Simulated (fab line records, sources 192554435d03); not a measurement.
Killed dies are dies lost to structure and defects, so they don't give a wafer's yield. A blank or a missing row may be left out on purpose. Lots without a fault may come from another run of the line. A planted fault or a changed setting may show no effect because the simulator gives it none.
fab line records | flow n5_finfet
record lots=7 wafers=21 last_day=23
route steps=1938 shown ZERO_LAYER@6 PASSIVATION@1936
lots that met no fault: from a run of the same line without faults
start_h: hours from the record's first day to the start of the lot's first wafer shown | wait_h: hours since the lot's step before | " the same as in the row above | L1.1+2: a row that stands for several wafers | - no value, or no start given | * or withheld: withheld | < > ~ a bound
route shown NAME@n: a module of which the file shows steps, and the number in the route of the first | usual: mean/standard deviation of fault-free wafers | same: alike in all rows | chamber/n: place in a boat | sites: the reading at each site | _std_site: their standard deviation | _edge_site: outer sites' mean less inner sites' | radius_mm: how far each site lies from the wafer's centre | mask NAME#n: copy n | behind: the tool/chamber that last shaped the wafer | hold: why the lot was held/for how many hours/how that ended | device: the transistor (n, p or np) that didn't switch | end of line: the same wafers' tests at the end of the route | a step without rows: its recipe alone | killed: dies lost to structure and defects at the first sort, not the wafer's yield | map: a wafer's dies, x killed, . not, _ none there
set.NAME: the setting as run; set.NAME@STEP: as run at that earlier step | model.NAME: the simulator's own value behind a step, which no gauge read
lots at some steps of the route; a table a step, a row a wafer
services: from which hour (start_h, from the record's first day; less than 0 if before it) a tool's chamber was out of use, for how many hours, and why
## steps
# step N5_ZERO_LAYER_COAT_05
# recipe spin_rpm=1500 resist_thk_nm=1000
# step N5_ZERO_LAYER_EBR_07
# recipe solvent=PGMEA ebr_width_mm=1.5
# step N5_ZERO_LAYER_SOFTBAKE_06
# recipe temp_c=100 time_s=90
# step N5_ZERO_LAYER_EXPOSE_08
# recipe mask_id=ZERO na=0.55 source_shape=conventional sigma_outer=0.8 polarization=unpolarized defocus_nm=0 target_cd_nm=2000 dose_mj=16.2
# step N5_ZERO_LAYER_PEB_09
# recipe peb_temp_c=withheld peb_time_s=*
# step N5_ZERO_LAYER_DEVELOP_10
# recipe develop_time_s=60 rinse_liquid=diw dry=air_spin dev_temp_c=21
# step N5_ZERO_LAYER_HARDBAKE_23
# recipe temp_c=130 time_s=120
# step N5_ZERO_LAYER_CD_MEAS_11
# recipe target_cd_nm=2000 landing_energy_ev=500 detector=se_inlens
# usual cd_nm=1999.2/1.8
# columns lot.wafer tool chamber start_h wait_h cd_nm
L434.1 cd_sem-02 0 36.79 - 1997.0
L434.3 " 0 " " 1998.4
L434.5 " 0 " " 1998.9
L439.2 cd_sem-03 0 66.77 - 2000.5
L439.5 " 0 " " 1997.1
L439.6 " 0 " " 1998.4
L440.4 cd_sem-03 0 72.78 - 1997.0
L440.5 " 0 " " 2002.7
L440.6 " 0 " " 1997.0
L441.2 cd_sem-03 0 78.79 - 2002.0
L441.3 " 0 " " 2001.0
L441.6 " 0 " " 1998.9
L443.1 cd_sem-01 0 90.64 - 2003.7
L443.3 " 0 " " 2000.8
L443.5 " 0 " " 2002.5
L444.1 cd_sem-02 0 96.66 - 1999.0
L444.2 " 0 " " 1998.7
L444.6 " 0 " " 2001.6
L448.1 cd_sem-02 0 120.80 - 1998.4
L448.5 " 0 " " 1998.9
L448.6 " 0 " " 1997.4
# step N5_ZERO_LAYER_DESCUM_16
# recipe chemistry=O2 time_s=7.9 source_power_w=50 bias_power_w=20 pressure_mtorr=20 rf_frequency_hz=2.712e+07 temp_c=40 o2_flow_sccm=225
# usual drypump_motor_current_A=5.7/0.36 oes_product_au=0.76/0.06 rf_vpp_V=243.5/1.1 showerhead_plenum_p_Torr=2.09/0.042 throttle_valve_pct=20.26/0.24
# columns lot.wafer tool chamber start_h wait_h drypump_motor_current_A oes_product_au rf_hours_counter_h rf_vpp_V showerhead_plenum_p_Torr throttle_valve_pct
L434.1 rie_diel-05 2 36.83 0.0 5.6 0.80 94 244.7 2.09 19.96
L434.3 " 1 " " 5.9 0.73 176 243.5 2.07 20.37
L434.5 " 2 " " 5.7 0.80 - 244.1 2.09 19.97
L439.2 rie_diel-01 1 66.81 0.0 5.6 0.83 61 245.9 2.11 19.97
L439.5 " 0 " " 5.0 0.80 - 242.8 2.02 19.96
L439.6 " 1 " " 5.6 0.83 - 243.5 2.11 19.99
L440.4 rie_diel-05 1 72.88 0.1 5.9 0.73 186 242.9 2.07 20.40
L440.5 " 1 " " 5.9 0.73 - 245.0 2.07 20.39
L440.6 " 0 " " 5.3 0.74 - 241.8 2.08 20.40
L441.2 rie_diel-04 0 78.82 0.0 5.3 0.93 10 246.1 2.23 20.41
L441.3 " 1 " " 5.4 0.76 166 241.1 2.11 20.73
L441.6 " 0 " " 5.3 0.94 - 245.2 2.23 20.41
L443.1 rie_diel-05 0 90.68 0.0 5.3 0.73 178 242.9 2.08 20.40
L443.3 " 1 " " 5.9 0.72 190 243.4 2.07 20.40
L443.5 " 3 " " 5.9 0.72 - 242.9 2.07 20.45
L444.1 rie_diel-05 2 97.23 0.6 5.7 0.78 109 243.3 2.09 19.99
L444.2 " 3 " " 5.9 0.71 214 243.7 2.07 20.44
L444.6 " 0 " " 5.3 0.73 - 243.3 2.08 20.40
L448.1 rie_diel-05 3 120.98 0.2 5.9 0.71 219 243.9 2.07 20.47
L448.5 " 3 " " 5.9 0.71 - 243.9 2.07 20.46
L448.6 " 2 " " 5.7 0.77 - 244.3 2.09 19.99
# step N5_ZERO_LAYER_ETCH_17
# recipe chemistry=CF4 target=SiO2 target_depth_a=120 time_s=13.3 ion_energy_ev=350 pressure_mtorr=40 source_w=450 bias_w=215 Ar_flow_sccm=100 cf4_flow_sccm=100
# usual drypump_motor_current_A=5.7/0.36 oes_product_au=0.76/0.058 rf_vpp_V=949.1/2.6 showerhead_plenum_p_Torr=2.15/0.04 throttle_valve_pct=15.59/0.18
# columns lot.wafer tool chamber start_h wait_h drypump_motor_current_A oes_product_au rf_hours_counter_h rf_vpp_V showerhead_plenum_p_Torr throttle_valve_pct
L434.1 rie_diel-05 2 36.87 0.0 5.6 0.81 94 948.6 2.17 15.43
L434.3 " 1 " " 5.9 0.74 176 949.1 2.13 15.69
L434.5 " 2 " " 5.7 0.80 - 949.0 2.17 15.43
L439.2 rie_diel-01 1 66.84 0.0 5.6 0.83 61 950.2 2.19 15.43
L439.5 " 0 " " 5.0 0.78 - 945.4 2.08 15.26
L439.6 " 1 " " 5.6 0.84 - 950.4 2.19 15.42
L440.4 rie_diel-05 1 72.92 0.0 5.9 0.74 186 947.2 2.13 15.71
L440.5 " 1 " " 5.9 0.75 - 946.6 2.13 15.71
L440.6 " 0 " " 5.2 0.72 - 948.3 2.13 15.66
L441.2 rie_diel-04 0 78.86 0.0 5.2 0.91 10 957.3 2.27 15.58
L441.3 " 1 " " 5.4 0.74 166 948.7 2.15 15.94
L441.6 " 0 " " 5.2 0.91 - 958.2 2.27 15.60
L443.1 rie_diel-05 0 90.72 0.0 5.3 0.72 178 948.5 2.13 15.66
L443.3 " 1 " " 5.9 0.73 190 947.4 2.12 15.73
L443.5 " 3 " " 5.9 0.72 - 947.3 2.13 15.76
L444.1 rie_diel-05 2 97.26 0.0 5.6 0.78 109 947.8 2.17 15.46
L444.2 " 3 " " 5.9 0.71 214 947.7 2.13 15.77
L444.6 " 0 " " 5.3 0.72 - 948.7 2.13 15.67
L448.1 rie_diel-05 3 121.01 0.0 5.9 0.71 219 946.7 2.13 15.78
L448.5 " 3 " " 5.9 0.71 - 948.4 2.13 15.79
L448.6 " 2 " " 5.7 0.76 - 949.6 2.16 15.48
# step N5_ZERO_LAYER_ETCH_18
# recipe chemistry=HBr/Cl2 target=Si target_depth_a=1200 time_s=40 pressure_mtorr=10 icp_w=800 bias_w=75 HBr_flow_sccm=150 Cl2_flow_sccm=80
# usual drypump_motor_current_A=5.5/0.36 oes_product_au=0.997/0.017 throttle_valve_pct=36.41/0.3
# columns lot.wafer tool chamber start_h wait_h drypump_motor_current_A oes_product_au rf_hours_counter_h throttle_valve_pct
L434.1 rie_si-06 1 36.94 0.0 4.8 1.024 141 36.43
L434.3 " 0 " " 5.4 0.992 175 36.01
L434.5 " 1 " " 4.8 1.018 - 36.46
L439.2 rie_si-06 3 66.91 0.0 5.5 0.979 53 35.98
L439.5 " 3 " " 5.5 0.972 - 35.97
L439.6 " 0 " " 5.5 0.983 - 36.02
L440.4 rie_si-06 1 72.99 0.0 4.8 1.011 141 36.45
L440.5 " 1 " " 4.7 1.009 - 36.45
L440.6 " 2 " " 5.2 0.997 - 36.62
L441.2 rie_si-03 1 78.93 0.0 5.9 1.008 120 36.99
L441.3 " 3 " " 5.8 0.965 143 36.70
L441.6 " 0 " " 5.3 0.982 - 36.43
L443.1 rie_si-06 3 90.79 0.0 5.4 0.974 54 35.98
L443.3 " 0 " " 5.4 0.990 176 36.02
L443.5 " 0 " " 5.4 0.993 - 36.02
L444.1 rie_si-06 3 97.34 0.0 5.5 0.978 54 35.99
L444.2 " 0 " " 5.4 0.992 176 36.03
L444.6 " 1 " " 4.7 1.018 - 36.46
L448.1 rie_si-03 0 121.09 0.0 5.4 0.985 147 36.42
L448.5 " 2 " " 5.9 0.990 - 36.26
L448.6 " 1 " " 5.9 1.018 - 37.00
# step N5_ZERO_LAYER_STRIP_24
# recipe chemistry=O2 power_w=1000 temp_c=250 overash_fraction=0.3 pressure_mtorr=1000 o2_flow_sccm=6750
# usual chamber_pressure_mTorr=999.8/0.94 drypump_motor_current_A=5.9/0.32 heater_power_w=354/22 oes_product_au=0.647/0.0044 strip_time_to_endpoint_s=43.84/0.087
# columns lot.wafer tool chamber start_h wait_h chamber_pressure_mTorr drypump_motor_current_A heater_power_w oes_product_au rf_hours_counter_h strip_time_to_endpoint_s
L434.1 plasma_asher-01 0 37.04 0.1 998.6 6.2 348 0.646 25 43.99
L434.3 " 0 " " 1001.5 6.2 350 0.641 - 44.07
L434.5 " 0 " " 999.2 6.2 352 0.647 - 44.04
L439.2 plasma_asher-01 1 67.02 0.1 998.9 5.8 334 0.646 30 43.69
L439.5 " 1 " " 1000.2 5.8 338 0.652 - 43.76
L439.6 " 0 " " 999.8 6.2 339 0.642 - 43.73
L440.4 plasma_asher-01 1 73.12 0.1 1000.4 5.8 327 0.653 - 43.80
L440.5 " 0 " " 999.7 6.2 344 0.649 - 43.84
L440.6 " 1 " " 1000.2 5.9 334 0.653 - 43.80
L441.2 plasma_asher-01 0 79.04 0.1 998.9 6.2 339 0.645 32 43.89
L441.3 " 1 " " 1000.0 5.9 338 0.642 - 43.91
L441.6 " 1 " " 1001.5 5.9 343 0.647 - 43.94
L443.1 plasma_asher-01 1 90.89 0.1 999.8 5.9 352 0.649 35 43.66
L443.3 " 1 " " 1000.4 5.8 342 0.649 - 43.74
L443.5 " 0 " " 999.9 6.2 346 0.646 - 43.75
L444.1 plasma_asher-01 1 97.44 0.1 998.6 5.9 341 0.648 36 43.80
L444.2 " 0 " " 999.4 6.2 338 0.646 36 43.93
L444.6 " 0 " " 999.0 6.2 353 0.649 - 43.91
L448.1 plasma_asher-01 0 121.19 0.1 999.5 6.2 339 0.648 40 43.75
L448.5 " 1 " " 999.7 5.9 336 0.648 - 43.64
L448.6 " 0 " " 1000.1 6.2 346 0.651 - 43.75
# step N5_ZERO_LAYER_STRIP_19
# recipe chemistry=SPM time_s=900 temp_c=130 h2so4_h2o2_vol_ratio=4 dry=ipa_marangoni
# usual bath_guard_temp_C=129.9/0.47 bath_heat_duty_pct=15.0/1.6
# columns lot.wafer tool chamber start_h wait_h bath_guard_temp_C bath_heat_duty_pct
L434.1 wet_bench-02 5 37.13 0.1 129.5 18.4
L434.3 " 2 " " 130.0 17.2
L434.5 " 6 " " 130.2 14.7
L439.2 wet_bench-06 7 67.11 0.1 - -
L439.5 " 3 " " - -
L439.6 " 4 " " - -
L440.4 wet_bench-04 1 73.19 0.1 - -
L440.5 " 0 " " - -
L440.6 " 7 " " - -
L441.2 wet_bench-02 2 79.12 0.1 - -
L441.3 " 3 " " - -
L441.6 " 6 " " - -
L443.1 wet_bench-06 5 90.98 0.1 130.4 15.5
L443.3 " 6 " " 130.4 16.5
L443.5 " 7 " " 129.3 12.4
L444.1 wet_bench-04 3 97.53 0.1 129.4 17.7
L444.2 " 2 " " 129.4 14.6
L444.6 " 0 " " 130.4 13.2
L448.1 wet_bench-02 2 121.28 0.1 129.6 16.2
L448.5 " 5 " " 129.8 17.9
L448.6 " 6 " " 129.8 13.9
# step N5_ZERO_LAYER_INSPECT_20
# recipe inspect_instrument=darkfield mode=post_clean
# usual raw_defect_count=37/17
# columns lot.wafer tool chamber start_h wait_h raw_defect_count
L434.1 defect_inspect-02 - 37.43 0.0 35
L434.3 " - " " 35
L434.5 " - " " 24
L439.2 defect_inspect-01 - 67.39 0.0 28
L439.5 " - " " 40
L439.6 " - " " 19
L440.4 defect_inspect-02 - 73.47 0.0 28
L440.5 " - " " 33
L440.6 " - " " 40
L441.2 defect_inspect-02 - 79.42 0.0 32
L441.3 " - " " 39
L441.6 " - " " 26
L443.1 defect_inspect-01 - 91.25 0.0 60
L443.3 " - " " 29
L443.5 " - " " 31
L444.1 defect_inspect-02 - 97.80 0.0 59
L444.2 " - " " 46
L444.6 " - " " 30
L448.1 defect_inspect-01 - 121.55 0.0 39
L448.5 " - " " 20
L448.6 " - " " 36
# step N5_PASSIVATION_PROBE_49
# usual defect_limited_yield=90.7/1.5 killed_at_M0_to_M3=38/11 killed_at_M4_up=15/5.5 killed_at_contacts=12/6 killed_at_front_end=41/11 killed_at_other=3.5/2.7 killed_dies=110/18 killed_on_rim=15/3.6 killed_open=72/13 killed_short=35/8.7 sort_bin_5_function=5.5/1.1 sort_bin_6_memory=3.4/0.63 sort_bin_8_speed=0.01/0.037 sort_n_pass=1070/18 sort_yield_pct=90.7/1.5
# same gross_dies=1180 killed_at_back_side=0 sort_bin_4_leakage[%]=0
# columns lot.wafer tool chamber start_h wait_h defect_limited_yield[%] killed_at_M0_to_M3 killed_at_M4_up killed_at_contacts killed_at_front_end killed_at_other killed_dies killed_on_rim killed_open killed_short sort_bin_5_function[%] sort_bin_6_memory[%] sort_bin_8_speed[%] sort_n_pass sort_yield_pct[%]
L434.1 prober-02 - 423.38 0.0 91.4 33 20 14 29 5 101 10 68 33 4.6 3.7 0 1079 91.4
L434.3 prober-02 - 423.48 0.1 92.1 47 6 5 33 2 93 13 61 32 5.3 2.5 0 1087 92.1
L434.5 prober-02 - 423.58 0.2 90.1 51 22 8 33 3 117 13 66 50 5.7 4.2 0 1063 90.1
L440.4 prober-01 - 474.35 0.2 92.6 34 13 7 27 6 87 11 58 27 4.0 3.0 0 1093 92.6
L440.5 prober-01 - 474.40 0.2 92.3 35 14 6 31 5 91 12 52 38 4.7 2.6 0 1089 92.3
L440.6 prober-01 - 474.45 0.3 93.3 24 7 9 37 2 79 8 48 31 3.5 3.0 0 1101 93.3
L441.2 prober-02 - 513.00 0.1 88.4 22 19 14 76 6 137 15 81 56 7.4 3.6 0 1043 88.4
L441.3 prober-02 - 513.05 0.1 90.3 36 10 14 49 5 114 9 74 30 5.7 3.2 0 1066 90.3
L441.6 prober-02 - 513.20 0.3 88.2 49 18 19 50 3 139 18 82 50 6.9 3.9 0 1041 88.2
L443.1 prober-01 - 523.30 0.0 90.8 46 19 4 29 10 108 20 64 44 4.7 4.0 0 1072 90.8
L443.3 prober-01 - 523.40 0.1 93.0 42 12 5 23 1 83 10 50 32 4.2 2.5 0 1097 93.0
L443.5 prober-01 - 523.50 0.2 94.1 21 12 6 29 2 70 12 42 28 4.0 1.8 0 1110 94.1
L444.1 prober-02 - 535.93 0.0 91.0 30 15 7 51 3 106 14 62 44 5.6 3.0 0.08 1073 90.9
L444.2 prober-02 - 535.98 0.1 90.2 39 15 5 52 5 116 18 83 33 6.4 3.1 0 1064 90.2
L444.6 prober-02 - 536.18 0.3 90.6 30 25 13 43 0 111 12 70 40 6.8 2.2 0 1069 90.6
L448.1 prober-02 - 546.19 0.0 89.9 38 30 13 38 0 119 12 83 34 5.4 4.3 0 1061 89.9
L448.5 prober-02 - 546.39 0.2 89.5 44 12 29 36 3 124 17 90 30 6.1 3.8 0 1056 89.5
L448.6 prober-02 - 546.44 0.3 90.9 35 14 31 23 4 107 13 72 31 6.2 2.6 0 1073 90.9
# killed by level:class
L434.1 BEOL_M3:geometric_particle:open=11 BEOL_M4:geometric_particle:open=11 MOL_CONTACT_COAG:geometric_particle:open=10 STI_FIN_REVEAL:geometric_particle:open=6 BEOL_M0_SAQP:geometric_particle:open=6 BEOL_M0_SAQP:geometric_particle:short=6 FIN_SAQP:geometric_particle:open=5 MOL_CONTACT_COAG:geometric_particle:short=4
L434.3 BEOL_M0_SAQP:geometric_particle:open=13 BEOL_M2:geometric_particle:open=11 STI_FIN_REVEAL:geometric_particle:open=10 BEOL_M0_SAQP:geometric_particle:short=10 BEOL_M3:geometric_particle:open=6 GATE_CUT:geometric_particle:short=5 BEOL_M5:geometric_particle:open=5 STARTING-WAFER:geometric_particle:short=5
L434.5 BEOL_M0_SAQP:geometric_particle:short=15 BEOL_M0_SAQP:geometric_particle:open=13 BEOL_M3:geometric_particle:open=10 GATE_CUT:geometric_particle:short=9 BEOL_M4:geometric_particle:open=6 GATE_CUT:geometric_particle:open=5 BEOL_M5:geometric_particle:open=5 FIN_SAQP:geometric_particle:short=4
L440.4 BEOL_M3:geometric_particle:open=13 STI_FIN_REVEAL:geometric_particle:open=8 MOL_CONTACT_COAG:geometric_particle:open=7 BEOL_M0_SAQP:geometric_particle:short=6 BEOL_M2:geometric_particle:open=5 FIN_SAQP:geometric_particle:short=4 DUMMY_GATE:geometric_particle:open=4 BEOL_M8:geometric_particle:open=4
L440.5 FIN_SAQP:geometric_particle:short=9 FIN_SAQP:geometric_particle:open=7 BEOL_M2:geometric_particle:open=7 BEOL_M0_SAQP:geometric_particle:short=6 BEOL_M0_SAQP:geometric_particle:open=6 BEOL_M3:geometric_particle:open=6 GATE_CUT:geometric_particle:short=4 MOL_CONTACT_COAG:geometric_particle:open=4
L440.6 FIN_SAQP:geometric_particle:open=12 BEOL_M3:geometric_particle:open=11 FIN_SAQP:geometric_particle:short=9 BEOL_M0_SAQP:geometric_particle:short=7 MOL_CONTACT_COAG:geometric_particle:open=6 STI_FIN_REVEAL:geometric_particle:open=5 GATE_CUT:geometric_particle:short=3 MOL_CONTACT_COAG:geometric_particle:short=3
L441.2 STI_FIN_REVEAL:geometric_particle:open=21 ILD0:geometric_particle:short=10 MOL_CONTACT_COAG:geometric_particle:open=9 FIN_SAQP:geometric_particle:open=8 FIN_SAQP:geometric_particle:short=8 BEOL_M0_SAQP:geometric_particle:open=8 GATE_CUT:geometric_particle:short=7 BEOL_M4:geometric_particle:open=7
L441.3 FIN_SAQP:geometric_particle:open=12 MOL_CONTACT_COAG:geometric_particle:open=12 BEOL_M2:geometric_particle:open=10 BEOL_M3:geometric_particle:open=9 HKMG_FIN:area_etch=8 FIN_SAQP:geometric_particle:short=6 BEOL_M1:geometric_particle:open=6 GATE_CUT:geometric_particle:open=5
L441.6 MOL_CONTACT_COAG:geometric_particle:open=14 BEOL_M0_SAQP:geometric_particle:open=13 STI_FIN_REVEAL:geometric_particle:open=12 BEOL_M0_SAQP:geometric_particle:short=10 BEOL_M3:geometric_particle:open=9 FIN_SAQP:geometric_particle:open=7 ILD0:geometric_particle:short=6 HKMG_FIN:area_etch=6
L443.1 BEOL_M0_SAQP:geometric_particle:open=17 BEOL_M0_SAQP:geometric_particle:short=14 DUMMY_GATE:geometric_particle:open=8 BEOL_M1:geometric_particle:open=8 STI_FIN_REVEAL:geometric_particle:short=7 MIM_BOT:geometric_particle:short=6 STI_FIN_REVEAL:geometric_particle:open=5 BEOL_M5:geometric_particle:open=4
L443.3 BEOL_M0_SAQP:geometric_particle:short=8 BEOL_M3:geometric_particle:open=8 BEOL_M0_SAQP:geometric_particle:open=7 BEOL_M3:geometric_particle:short=7 BEOL_M2:geometric_particle:open=5 BEOL_M4:geometric_particle:open=5 STI_FIN_REVEAL:geometric_particle:open=4 GATE_CUT:geometric_particle:short=4
L443.5 STI_FIN_REVEAL:geometric_particle:open=9 BEOL_M4:geometric_particle:open=7 DUMMY_GATE:geometric_particle:open=4 MOL_CONTACT_COAG:geometric_particle:open=4 BEOL_M0_SAQP:geometric_particle:open=4 BEOL_M2:geometric_particle:open=4 FIN_SAQP:geometric_particle:short=3 STI_FIN_REVEAL:geometric_particle:short=3
L444.1 STI_FIN_REVEAL:geometric_particle:open=19 BEOL_M0_SAQP:geometric_particle:short=11 FIN_SAQP:geometric_particle:short=10 FIN_SAQP:geometric_particle:open=7 BEOL_M0_SAQP:geometric_particle:open=7 MOL_CONTACT_COAG:geometric_particle:open=6 BEOL_M4:geometric_particle:open=6 STI_FIN_REVEAL:geometric_particle:short=5
L444.2 STI_FIN_REVEAL:geometric_particle:open=19 BEOL_M0_SAQP:geometric_particle:short=11 BEOL_M1:geometric_particle:open=11 BEOL_M4:geometric_particle:open=10 BEOL_M0_SAQP:geometric_particle:open=8 FIN_SAQP:geometric_particle:open=6 STARTING-WAFER:geometric_particle:open=6 FIN_SAQP:geometric_particle:short=5
L444.6 BEOL_M4:geometric_particle:open=15 MOL_CONTACT_COAG:geometric_particle:open=11 FIN_SAQP:geometric_particle:short=8 FIN_SAQP:geometric_particle:open=8 STI_FIN_REVEAL:geometric_particle:open=8 BEOL_M0_SAQP:geometric_particle:short=8 ILD0:geometric_particle:open=7 BEOL_M2:geometric_particle:short=5
L448.1 BEOL_M4:geometric_particle:open=16 BEOL_M2:geometric_particle:open=11 MOL_CONTACT_COAG:geometric_particle:open=10 FIN_SAQP:geometric_particle:short=8 FIN_SAQP:geometric_particle:open=7 BEOL_M1:geometric_particle:open=7 BEOL_M3:geometric_particle:open=7 BEOL_M5:geometric_particle:open=6
L448.5 MOL_CONTACT_COAG:geometric_particle:open=25 BEOL_M0:geometric_particle:open=14 FIN_SAQP:geometric_particle:open=12 BEOL_M2:geometric_particle:open=9 STI_FIN_REVEAL:geometric_particle:open=5 BEOL_M0_SAQP:geometric_particle:short=5 BEOL_M3:geometric_particle:open=5 BEOL_M1:geometric_particle:open=5
L448.6 MOL_CONTACT_COAG:geometric_particle:open=24 BEOL_M4:geometric_particle:open=9 MOL_CONTACT_COAG:geometric_particle:short=7 BEOL_M3:geometric_particle:open=7 STI_FIN_REVEAL:geometric_particle:open=5 BEOL_M0:geometric_particle:open=5 BEOL_M2:geometric_particle:open=5 BEOL_M0_SAQP:geometric_particle:short=4
## services
# columns tool chamber start_h hours kind
rie_diel-01 - 16.56 0.4 repair
rie_diel-05 0 26.54 16.5 repair
rie_si-06 2 68.26 4.1 repair
rie_si-03 - 75.75 0.1 repair
wet_bench-04 - 75.96 1.0 repair
rie_si-06 1 84.88 7.0 repair
rie_diel-01 0 87.43 7.3 repair
rie_diel-04 - 91.50 0.6 repair
rie_diel-01 0 98.96 4.9 repair
rie_diel-05 - 102.29 0.8 repair
rie_diel-01 2 117.67 - clean
rie_diel-01 2 117.67 - consumable_replace:focus_ring
rie_diel-01 2 117.67 14.4 scheduled_down
rie_diel-01 2 117.67 14.4 vent_cycle
## key
first_sign step=N5_ZERO_LAYER_STRIP_19 reading=tool_record direction=missing
effect none on later readings
met_at N5_ZERO_LAYER_STRIP_19
struck_wafers L439.2,L439.5,L439.6,L440.4,L440.5,L440.6,L441.2,L441.3,L441.6
rows_end L439.2,L439.5,L439.6
onset_between 37.13 67.11
fault kind=skipped_step_whole tool=wet_bench-02,wet_bench-04,wet_bench-06 chamber=- onset_h=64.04 steps=N5_ZERO_LAYER_STRIP_19 scope=struck_lots_only
# rows_end: these wafers met a further fault down the route, and their rows from its step on are left out
